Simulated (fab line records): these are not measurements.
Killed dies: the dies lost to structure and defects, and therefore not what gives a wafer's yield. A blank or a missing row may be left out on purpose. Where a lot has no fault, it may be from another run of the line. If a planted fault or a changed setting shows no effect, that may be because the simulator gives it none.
fab line records	flow nandHarc	part 1 of 2: steps 1 to 23 of 34
record lots=5	wafers=15	lastDay=25
route steps=1159 shown P_BONDPAD@359 A_START@389 A_ZERO_WELL@390
lots with no fault: from the same line, run without faults
startH: hours from the record's first day to the start of the lot's first wafer shown	waitH: hours since the lot's step before	" same as the row above	L1.1+2: a single row standing in for several wafers	- value missing, or start not given	* or withheld: withheld	< > ~ a bound
route shown NAME@n: a module of which the file shows steps, and the number in the route of the first	usual: mean and standard deviation over wafers with no fault	same: alike in all rows	chamber/n: place in a boat	sites: readings site by site	_std_site: the standard deviation of these	_edge_site: inner sites' mean taken away from outer sites' mean	radiusMm: for every site, how far away it sits from the centre of the wafer	mask NAME#n: copy n	behind: the most recent tool/chamber to have shaped the wafer	hold: the reason the lot was held/the length of the hold in hours/how it ended	device: transistor that didn't switch, given as n, p or np	end of line: at the end of the route, the tests of the same wafers	a step given without rows: its recipe and nothing more	killed: dies lost to structure and defects at the first sort, not the wafer's yield	map: a wafer's dies, x killed, . not, _ none there
set.NAME: setting as actually run; set.NAME@STEP: the setting as run at that earlier step	model.NAME: the simulator's own value behind a step, which no gauge read
lots at selected steps of the route; one table per step, one row per wafer
services: from which hour (startH, from the record's first day; less than 0 if before it) a tool's chamber was out of use, for how many hours, and why
## steps
# step NHARC_P_BONDPAD_SOFTBAKE_04
# recipe tempC=125	timeS=70
# usual heaterPowerTotalW=200.8/1.3
lot.wafer	tool	chamber	startH	waitH	heaterPowerTotalW
L078.1	lithoTrack-05	0	-	-	200.3
L078.3	"	0	"	"	202.4
L078.4	"	0	"	"	201.9
L076.2	lithoTrack-05	0	-	-	202.6
L076.3	"	0	"	"	198.9
L076.5	"	0	"	"	200.9
L080.4	lithoTrack-03	0	-	-	202.3
L080.5	"	0	"	"	199.2
L080.6	"	0	"	"	202.5
L092.1	lithoTrack-03	0	-	-	199.5
L092.4	"	0	"	"	199.7
L092.5	"	0	"	"	199.5
L097.3	lithoTrack-02	0	-	-	198.8
L097.4	"	0	"	"	199.0
L097.5	"	0	"	"	200.9
# step NHARC_P_BONDPAD_EBR_05
lot.wafer	tool	chamber	startH	waitH
L078.1+3+4	lithoTrack-05	0	-	-
L076.2+3+5	lithoTrack-05	0	-	-
L080.4+5+6	lithoTrack-03	0	-	-
L092.1+4+5	lithoTrack-03	0	-	-
L097.3+4+5	lithoTrack-02	0	-	-
# step NHARC_P_BONDPAD_EXPOSE_06
# recipe na=0.55	doseMj=37.06	maskId=P_BPAD
lot.wafer	tool	chamber	startH	waitH	mask
L078.1+3+4	krfScanner-02	0	149.18	-	P_BPAD#0
L076.2+3+5	krfScanner-03	0	149.37	-	P_BPAD#0
L080.4+5+6	krfScanner-04	0	167.59	-	P_BPAD#0
L092.1+4+5	krfScanner-03	0	239.86	-	P_BPAD#0
L097.3+4+5	krfScanner-04	0	265.62	-	P_BPAD#0
# step NHARC_P_BONDPAD_PEB_07
# recipe pebTempC=128	pebTimeS=80
# usual heaterPowerTotalW=189.8/0.81
lot.wafer	tool	chamber	startH	waitH	heaterPowerTotalW
L078.1	lithoTrack-02	0	149.24	0.1	190.8
L078.3	"	0	"	"	190.5
L078.4	"	0	"	"	190.9
L076.2	lithoTrack-02	0	149.43	0.1	190.3
L076.3	"	0	"	"	190.2
L076.5	"	0	"	"	190.6
L080.4	lithoTrack-05	0	167.64	0.0	189.5
L080.5	"	0	"	"	190.2
L080.6	"	0	"	"	190.7
L092.1	lithoTrack-02	0	239.93	0.1	190.4
L092.4	"	0	"	"	190.0
L092.5	"	0	"	"	190.8
L097.3	lithoTrack-02	0	265.68	0.1	190.9
L097.4	"	0	"	"	189.1
L097.5	"	0	"	"	190.8
# step NHARC_P_BONDPAD_DEVELOP_08
# recipe timeS=50	devTempC=22
lot.wafer	tool	chamber	startH	waitH
L078.1+3+4	lithoTrack-02	0	-	-
L076.2+3+5	lithoTrack-02	0	-	-
L080.4+5+6	lithoTrack-05	0	-	-
L092.1+4+5	lithoTrack-02	0	-	-
L097.3+4+5	lithoTrack-02	0	-	-
# step NHARC_P_BONDPAD_CD_MEAS_09
# recipe targetCdNm=500	landingEnergyEv=500
# usual cdNm=499.5/1.3
lot.wafer	tool	chamber	startH	waitH	cdNm
L078.1	cdSem-03	0	149.33	-	498.1
L078.3	"	0	"	"	498.0
L078.4	"	0	"	"	499.3
L076.2	cdSem-01	0	149.52	-	501.1
L076.3	"	0	"	"	499.9
L076.5	"	0	"	"	499.9
L080.4	cdSem-03	0	167.73	-	500.6
L080.5	"	0	"	"	500.1
L080.6	"	0	"	"	498.6
L092.1	cdSem-03	0	240.01	-	498.3
L092.4	"	0	"	"	501.0
L092.5	"	0	"	"	499.7
L097.3	cdSem-01	0	265.77	-	500.9
L097.4	"	0	"	"	499.2
L097.5	"	0	"	"	501.4
# step NHARC_P_BONDPAD_OVL_MEAS_38
# usual overlayXNm=1/6.8	overlayYNm=-1/5.5
lot.wafer	tool	chamber	startH	waitH	overlayXNm	overlayYNm
L078.1	overlay-02	-	149.42	-	-3	0
L078.3	"	-	"	"	-3	0
L078.4	"	-	"	"	-3	0
L076.2	overlay-01	-	149.61	-	1	-10
L076.3	"	-	"	"	0	-10
L076.5	"	-	"	"	0	-11
L080.4	overlay-01	-	167.81	-	-7	5
L080.5	"	-	"	"	-6	5
L080.6	"	-	"	"	-6	4
L092.1	overlay-01	-	240.10	-	9	2
L092.4	"	-	"	"	9	1
L092.5	"	-	"	"	9	2
L097.3	overlay-01	-	265.85	-	-12	9
L097.4	"	-	"	"	-12	9
L097.5	"	-	"	"	-12	9
# step NHARC_P_BONDPAD_HARDBAKE_10
# recipe tempC=118	timeS=65
# usual heaterPowerTotalW=195.8/0.36
lot.wafer	tool	chamber	startH	waitH	heaterPowerTotalW
L078.1	lithoTrack-05	0	149.46	0.0	196.0
L078.3	"	0	"	"	196.2
L078.4	"	0	"	"	196.0
L076.2	lithoTrack-02	0	149.66	0.0	195.9
L076.3	"	0	"	"	196.1
L076.5	"	0	"	"	196.1
L080.4	lithoTrack-03	0	167.87	0.1	195.9
L080.5	"	0	"	"	195.1
L080.6	"	0	"	"	195.7
L092.1	lithoTrack-02	0	240.15	0.0	196.2
L092.4	"	0	"	"	196.1
L092.5	"	0	"	"	195.6
L097.3	lithoTrack-05	0	265.90	0.0	195.1
L097.4	"	0	"	"	195.9
L097.5	"	0	"	"	196.0
# step NHARC_P_BONDPAD_DESCUM_11
# recipe timeS=3	o2FlowSccm=200	arFlowSccm=0	biasPowerW=0	chemistry=O2
# usual drypumpMotorCurrentA=5.7/0.38	oesProductAu=1.005/0.0072	rfVppV=58.0/0.88	showerheadPlenumPTorr=1.94/0.082	throttleValvePct=11.311/0.0086
lot.wafer	tool	chamber	startH	waitH	drypumpMotorCurrentA	oesProductAu	rfHoursCounterH	rfVppV	showerheadPlenumPTorr	throttleValvePct
L078.4	rieDiel-05	0	149.54	-	6.1	1.011	59	57.7	1.94	11.305
L078.1	"	1	"	"	6.0	0.982	49	58.1	2.00	11.308
L078.3	"	3	"	"	5.9	1.000	56	58.2	1.82	11.304
L076.3	rieDiel-09	2	149.74	-	5.7	1.005	6	58.6	1.91	11.308
L076.2	"	3	"	"	6.2	1.004	5	59.4	2.07	11.317
L076.5	"	2	"	"	5.7	0.997	-	57.9	1.91	11.312
L080.4	rieDiel-09	2	167.95	-	5.8	0.989	7	58.3	1.91	11.306
L080.6	"	0	"	"	5.7	0.992	-	58.6	1.82	11.313
L080.5	"	1	"	"	5.0	1.002	-	60.2	2.00	11.313
L092.4	rieDiel-11	1	240.25	-	5.5	0.995	13	57.0	1.96	11.314
L092.1	"	2	"	"	6.1	0.998	14	57.3	2.05	11.314
L092.5	"	0	"	"	5.3	1.005	-	57.9	1.91	11.319
L097.3	rieDiel-05	2	265.99	-	5.5	1.006	38	58.9	1.89	11.299
L097.4	"	0	"	"	6.1	1.006	34	57.4	1.93	11.314
L097.5	"	2	"	"	5.5	1.006	-	58.5	1.89	11.319
# step NHARC_P_BONDPAD_ETCH_37
# recipe targetDepthA=600	overetchA=180	timeS=65.91	ionEnergyEv=200	n2FlowSccm=150	h2FlowSccm=150	arFlowSccm=0	rfW=400	biasW=150	chemistry=N2/H2
# usual drypumpMotorCurrentA=5.7/0.37	oesProductAu=1.005/0.0061	rfVppV=431.4/2.6	showerheadPlenumPTorr=2.07/0.093	throttleValvePct=14.171/0.0097
lot.wafer	tool	chamber	startH	waitH	drypumpMotorCurrentA	oesProductAu	rfHoursCounterH	rfVppV	showerheadPlenumPTorr	throttleValvePct
L078.4	rieDiel-05	3	149.68	0.1	5.9	1.003	57	427.2	1.94	14.167
L078.3	"	0	"	"	6.1	1.003	59	431.4	2.07	14.174
L078.1	"	2	"	"	5.4	1.005	56	430.0	2.03	14.171
L076.2	rieDiel-09	2	149.81	0.1	5.7	1.007	6	429.8	2.04	14.179
L076.3	"	0	"	"	5.7	1.005	6	429.3	1.94	14.171
L076.5	"	2	"	"	5.7	0.994	-	429.0	2.04	14.159
L080.4	rieDiel-09	3	168.04	0.1	6.2	1.010	6	435.8	2.21	14.166
L080.6	"	0	"	"	5.7	0.999	-	427.5	1.94	14.169
L080.5	"	1	"	"	5.0	1.002	-	433.7	2.13	14.180
L092.1	rieDiel-11	2	240.34	0.1	6.1	1.008	14	433.5	2.19	14.177
L092.4	"	0	"	"	5.3	1.006	14	431.4	2.04	14.166
L092.5	"	1	"	"	5.5	1.000	-	433.8	2.09	14.158
L097.4	rieDiel-05	3	266.07	0.1	6.0	1.001	35	426.9	1.93	14.169
L097.3	"	0	"	"	6.1	1.018	34	431.4	2.06	14.150
L097.5	"	3	"	"	6.0	1.000	-	426.6	1.93	14.182
# step NHARC_P_BONDPAD_ETCH_12
# recipe targetDepthA=2000	timeS=100	chf3FlowSccm=50	o2FlowSccm=10	arFlowSccm=200	rfW=500	biasW=200	chemistry=CHF3/O2
# usual drypumpMotorCurrentA=5.8/0.36	oesProductAu=0.940/0.016	rfVppV=371.5/2.3	showerheadPlenumPTorr=2.44/0.1	throttleValvePct=20.572/0.0086
lot.wafer	tool	chamber	startH	waitH	drypumpMotorCurrentA	oesProductAu	rfHoursCounterH	rfVppV	showerheadPlenumPTorr	throttleValvePct
L078.4	rieDiel-05	2	-	-	5.5	0.966	56	371.4	2.39	20.552
L078.3	"	3	"	"	6.0	0.961	57	368.7	2.29	20.552
L078.1	"	1	"	"	6.0	0.944	49	372.1	2.51	20.563
L076.2	rieDiel-09	1	-	-	5.1	0.934	6	372.7	2.51	20.590
L076.3	"	2	"	"	5.7	0.924	6	370.1	2.40	20.566
L076.5	"	0	"	"	5.7	0.932	-	368.9	2.29	20.567
L080.4	rieDiel-09	2	-	-	5.8	0.929	8	369.5	2.40	20.572
L080.6	"	2	"	"	5.8	0.930	-	371.0	2.40	20.571
L080.5	"	3	"	"	6.2	0.921	-	374.0	2.59	20.578
L092.1	rieDiel-11	2	-	-	6.1	0.927	14	372.7	2.57	20.579
L092.4	"	1	"	"	5.6	0.933	13	371.7	2.46	20.567
L092.5	"	3	"	"	5.9	0.920	-	371.9	2.47	20.572
L097.4	rieDiel-05	0	-	-	6.1	0.981	34	370.5	2.42	20.577
L097.3	"	3	"	"	6.0	0.977	36	367.8	2.28	20.567
L097.5	"	0	"	"	6.1	0.992	-	370.9	2.42	20.569
# step NHARC_P_BONDPAD_CD_MEAS_13
# usual cdNm=498.9/1.4
lot.wafer	tool	chamber	startH	waitH	cdNm
L078.1	cdSem-03	-	150.01	-	497.9
L078.3	"	-	"	"	497.9
L078.4	"	-	"	"	499.3
L076.2	cdSem-02	-	150.05	-	500.5
L076.3	"	-	"	"	498.0
L076.5	"	-	"	"	499.0
L080.4	cdSem-03	-	168.26	-	498.8
L080.5	"	-	"	"	499.2
L080.6	"	-	"	"	497.9
L092.1	cdSem-02	-	240.57	-	497.9
L092.4	"	-	"	"	500.4
L092.5	"	-	"	"	499.4
L097.3	cdSem-02	-	266.31	-	501.9
L097.4	"	-	"	"	499.2
L097.5	"	-	"	"	502.1
# step NHARC_P_BONDPAD_STRIP_15
# recipe o2FlowSccm=500	arFlowSccm=0	biasW=0	chemistry=O2
# usual drypumpMotorCurrentA=5.7/0.38	oesProductAu=1.005/0.0071	rfVppV=57.9/0.79	showerheadPlenumPTorr=3.59/0.14	throttleValvePct=17.037/0.0087
lot.wafer	tool	chamber	startH	waitH	drypumpMotorCurrentA	oesProductAu	rfHoursCounterH	rfVppV	showerheadPlenumPTorr	throttleValvePct
L078.1	rieDiel-09	0	150.08	0.1	5.7	1.007	6	56.8	3.37	17.055
L078.3	"	1	"	"	5.0	1.003	6	58.2	3.68	17.042
L078.4	"	3	"	"	6.2	1.010	5	58.4	3.79	17.029
L076.3	rieDiel-05	3	150.15	0.1	6.0	1.012	57	59.5	3.37	17.024
L076.2	"	0	"	"	6.2	1.018	59	58.4	3.58	17.053
L076.5	"	2	"	"	5.5	1.007	-	58.0	3.51	17.047
L080.4	rieDiel-09	0	168.32	0.1	5.7	1.013	8	57.7	3.37	17.050
L080.5	"	0	"	"	5.7	1.008	-	56.9	3.37	17.030
L080.6	"	1	"	"	5.0	1.008	-	56.9	3.68	17.039
L092.1	rieDiel-11	0	240.66	0.1	5.3	1.014	14	57.8	3.53	17.032
L092.4	"	1	"	"	5.5	1.005	13	58.0	3.61	17.036
L092.5	"	3	"	"	5.9	1.005	-	58.2	3.62	17.040
L097.3	rieDiel-05	1	266.39	0.1	6.0	1.001	38	57.7	3.66	17.033
L097.4	"	3	"	"	5.9	1.013	36	57.6	3.35	17.046
L097.5	"	0	"	"	6.1	1.013	-	58.0	3.55	17.032
# step NHARC_P_BONDPAD_ETCH_24
# recipe targetDepthA=300	overEtchFrac=0.3	timeS=72.99	ionEnergyEv=150	cf4FlowSccm=50	n2FlowSccm=100	arFlowSccm=150	rfW=300	biasW=100	chemistry=CF4/N2
# usual drypumpMotorCurrentA=5.7/0.39	oesProductAu=1.004/0.0065	rfVppV=315.0/1.8	showerheadPlenumPTorr=2.67/0.11	throttleValvePct=19.794/0.0088
lot.wafer	tool	chamber	startH	waitH	drypumpMotorCurrentA	oesProductAu	rfHoursCounterH	rfVppV	showerheadPlenumPTorr	throttleValvePct
L078.4	rieDiel-09	2	-	-	5.7	1.000	6	313.9	2.62	19.800
L078.1	"	3	"	"	6.2	1.005	5	317.1	2.82	19.798
L078.3	"	0	"	"	5.7	1.006	6	313.4	2.51	19.794
L076.3	rieDiel-05	1	-	-	6.0	1.000	49	315.4	2.74	19.794
L076.2	"	3	"	"	6.0	0.997	57	312.7	2.51	19.792
L076.5	"	0	"	"	6.2	1.004	-	316.1	2.66	19.803
L080.4	rieDiel-09	3	-	-	6.2	1.007	6	317.3	2.82	19.793
L080.5	"	0	"	"	5.7	1.004	-	312.0	2.51	19.804
L080.6	"	1	"	"	5.0	1.008	-	315.1	2.74	19.786
L092.4	rieDiel-11	2	-	-	6.1	1.002	14	315.8	2.81	19.794
L092.1	"	3	"	"	5.9	0.993	16	314.7	2.70	19.799
L092.5	"	1	"	"	5.5	1.002	-	315.6	2.69	19.797
L097.3	rieDiel-05	1	-	-	6.0	1.001	38	313.9	2.72	19.803
L097.4	"	3	"	"	6.0	1.005	36	312.5	2.49	19.805
L097.5	"	2	"	"	5.4	1.004	-	314.1	2.60	19.786
# step NHARC_P_BONDPAD_STRIP_16
# recipe timeS=600	tempC=30	chemistry=postEtchResidueRemover
# usual bathHeatDutyPct=13.0/1.3
lot.wafer	tool	chamber	startH	waitH	bathHeatDutyPct
L078.1	wetBench-08	3	150.36	-	14.2
L078.3	"	7	"	"	14.2
L078.4	"	0	"	"	13.1
L076.5	wetBench-10	0	150.44	-	11.8
L076.3	"	2	"	"	11.8
L076.2	"	4	"	"	15.1
L080.5	wetBench-08	4	168.62	-	12.8
L080.4	"	5	"	"	14.9
L080.6	"	7	"	"	14.7
L092.1	wetBench-08	3	240.92	-	15.2
L092.4	"	5	"	"	14.9
L092.5	"	6	"	"	14.1
L097.5	wetBench-08	6	266.66	-	13.1
L097.3	"	0	"	"	14.2
L097.4	"	1	"	"	14.3
# step NHARC_P_BONDPAD_DEGAS_25
# recipe tempC=300	timeS=60
# usual heaterPowerW=468/57
lot.wafer	tool	chamber	startH	waitH	heaterPowerW
L078.3	pvdSputter-01	-	150.63	-	367
L078.4	"	-	"	"	456
L078.1	"	-	"	"	409
L076.2	pvdSputter-02	-	150.70	-	433
L076.3	"	-	"	"	566
L076.5	"	-	"	"	437
L080.4	pvdSputter-03	-	168.90	-	533
L080.6	"	-	"	"	525
L080.5	"	-	"	"	415
L092.4	pvdSputter-03	-	241.19	-	406
L092.1	"	-	"	"	513
L092.5	"	-	"	"	416
L097.4	pvdSputter-03	-	266.93	-	416
L097.3	"	-	"	"	530
L097.5	"	-	"	"	433
# step NHARC_P_BONDPAD_PRE_CLEAN_26
# recipe timeS=30	tempC=280	gas=H2/He
# usual heaterPowerW=415/50
lot.wafer	tool	chamber	startH	waitH	heaterPowerW
L078.3	pvdSputter-01	-	-	-	484
L078.4	"	-	"	"	354
L078.1	"	-	"	"	327
L076.3	pvdSputter-02	-	-	-	374
L076.2	"	-	"	"	475
L076.5	"	-	"	"	384
L080.4	pvdSputter-03	-	-	-	476
L080.5	"	-	"	"	454
L080.6	"	-	"	"	361
L092.1	pvdSputter-03	-	-	-	474
L092.4	"	-	"	"	379
L092.5	"	-	"	"	460
L097.4	pvdSputter-03	-	-	-	470
L097.3	"	-	"	"	379
L097.5	"	-	"	"	479
# step NHARC_P_BONDPAD_PVD_17
# recipe targetThkA=50	biasV=168.6	powerW=15000	chamberPressurePa=0.12	timeS=8.06	substrateTempC=50	material=TaN
# usual throttleValvePct=29.6/0.89
lot.wafer	tool	chamber	startH	waitH	throttleValvePct
L078.4	pvdSputter-01	-	-	-	29.3
L078.3	"	-	"	"	28.1
L078.1	"	-	"	"	29.9
L076.3	pvdSputter-02	-	-	-	29.8
L076.2	"	-	"	"	30.6
L076.5	"	-	"	"	29.4
L080.4	pvdSputter-03	-	-	-	29.6
L080.5	"	-	"	"	29.6
L080.6	"	-	"	"	29.6
L092.1	pvdSputter-03	-	-	-	28.3
L092.4	"	-	"	"	29.7
L092.5	"	-	"	"	29.6
L097.4	pvdSputter-03	-	-	-	31.3
L097.3	"	-	"	"	28.2
L097.5	"	-	"	"	31.2
# step NHARC_P_BONDPAD_PVD_27
# recipe targetThkA=300	chamberPressurePa=5	powerW=5000	substrateTempC=30	timeS=20.49	material=Cu
# usual throttleValvePct=29.6/0.97
lot.wafer	tool	chamber	startH	waitH	throttleValvePct
L078.3	pvdSputter-01	-	-	-	28.3
L078.1	"	-	"	"	30.2
L078.4	"	-	"	"	29.8
L076.3	pvdSputter-02	-	-	-	28.2
L076.2	"	-	"	"	30.1
L076.5	"	-	"	"	27.8
L080.4	pvdSputter-03	-	-	-	29.4
L080.6	"	-	"	"	28.0
L080.5	"	-	"	"	29.7
L092.1	pvdSputter-03	-	-	-	29.5
L092.4	"	-	"	"	31.4
L092.5	"	-	"	"	29.8
L097.3	pvdSputter-03	-	-	-	31.1
L097.4	"	-	"	"	28.1
L097.5	"	-	"	"	31.3
# step NHARC_P_BONDPAD_ECD_18
# recipe targetThkA=4000	bathTempC=25	material=Cu
# usual bathHeatDutyPct=5.9/0.71
lot.wafer	tool	chamber	startH	waitH	bathHeatDutyPct
L078.1	ecdCu-02	0	151.04	-	5.8
L078.4	"	1	"	"	5.2
L078.3	"	0	"	"	4.7
L076.2	ecdCu-01	0	151.12	-	6.5
L076.3	"	0	"	"	5.6
L076.5	"	0	"	"	6.7
L080.4	ecdCu-01	0	169.35	-	5.5
L080.5	"	0	"	"	5.1
L080.6	"	1	"	"	6.2
L092.1	ecdCu-01	0	241.56	-	5.8
L092.4	"	0	"	"	5.4
L092.5	"	0	"	"	6.9
L097.3	ecdCu-01	0	267.39	-	5.4
L097.4	"	1	"	"	6.8
L097.5	"	0	"	"	5.6
# step NHARC_P_BONDPAD_ANNEAL_28
# recipe tempC=225	timeS=90
# usual wafer_temp_C_max=226.4/0.38
lot.wafer	tool	chamber	startH	waitH	wafer_temp_C_max
L078.1	rtpAnneal-02	0	151.45	0.4	226.5
L078.3	"	0	"	"	226.5
L078.4	"	0	"	"	226.8
L076.2	rtpAnneal-01	0	151.73	0.6	226.1
L076.3	"	0	"	"	226.0
L076.5	"	0	"	"	226.1
L080.4	rtpAnneal-01	0	169.79	0.4	226.4
L080.5	"	0	"	"	226.0
L080.6	"	0	"	"	225.8
L092.1	rtpAnneal-02	0	242.08	-	226.7
L092.4	"	0	"	"	226.9
L092.5	"	0	"	"	226.8
L097.3	rtpAnneal-02	0	267.80	0.4	226.7
L097.4	"	0	"	"	225.8
L097.5	"	0	"	"	226.9
# step NHARC_P_BONDPAD_CMP_19
# recipe tOverpolishS=30	cuRecessTouchS=16	targetThkNm=160.81
# usual motorCurrentA=12.6/1.2	overpolishRunS=29.999/0.0086
# same cuRecessTouchS=16
lot.wafer	tool	chamber	startH	waitH	motorCurrentA	overpolishRunS
L078.1	cmp-04	1	151.80	-	11.1	29.997
L078.3	"	3	"	"	13.8	30.023
L078.4	"	0	"	"	11.9	30.001
L076.2	cmp-04	0	152.12	-	11.3	30.003
L076.3	"	2	"	"	11.3	30.001
L076.5	"	0	"	"	11.6	29.996
L080.4	cmp-03	2	170.03	-	11.7	30.000
L080.6	"	0	"	"	13.1	30.008
L080.5	"	1	"	"	12.7	29.990
L092.1	cmp-04	1	242.42	-	11.1	29.992
L092.4	"	3	"	"	13.6	29.990
L092.5	"	2	"	"	10.9	30.003
L097.4	cmp-03	0	268.05	-	12.1	30.003
L097.3	"	3	"	"	14.2	30.018
L097.5	"	0	"	"	13.1	30.002
# step NHARC_P_BONDPAD_THK_MEAS_20
# recipe thkMeasGauge=xrf
# usual thkNm=160.6/1.3
lot.wafer	tool	chamber	startH	waitH	thkNm
L078.1	filmMetro-01	-	152.12	-	159.3
L078.3	"	-	"	"	160.6
L078.4	"	-	"	"	160.2
L076.2	filmMetro-02	-	152.45	-	161.0
L076.3	"	-	"	"	160.3
L076.5	"	-	"	"	161.3
L080.4	filmMetro-02	-	170.29	-	159.6
L080.5	"	-	"	"	162.0
L080.6	"	-	"	"	160.2
L092.1	filmMetro-02	-	242.75	-	158.3
L092.4	"	-	"	"	160.0
L092.5	"	-	"	"	158.9
L097.3	filmMetro-02	-	268.38	-	160.2
L097.4	"	-	"	"	158.6
L097.5	"	-	"	"	160.8
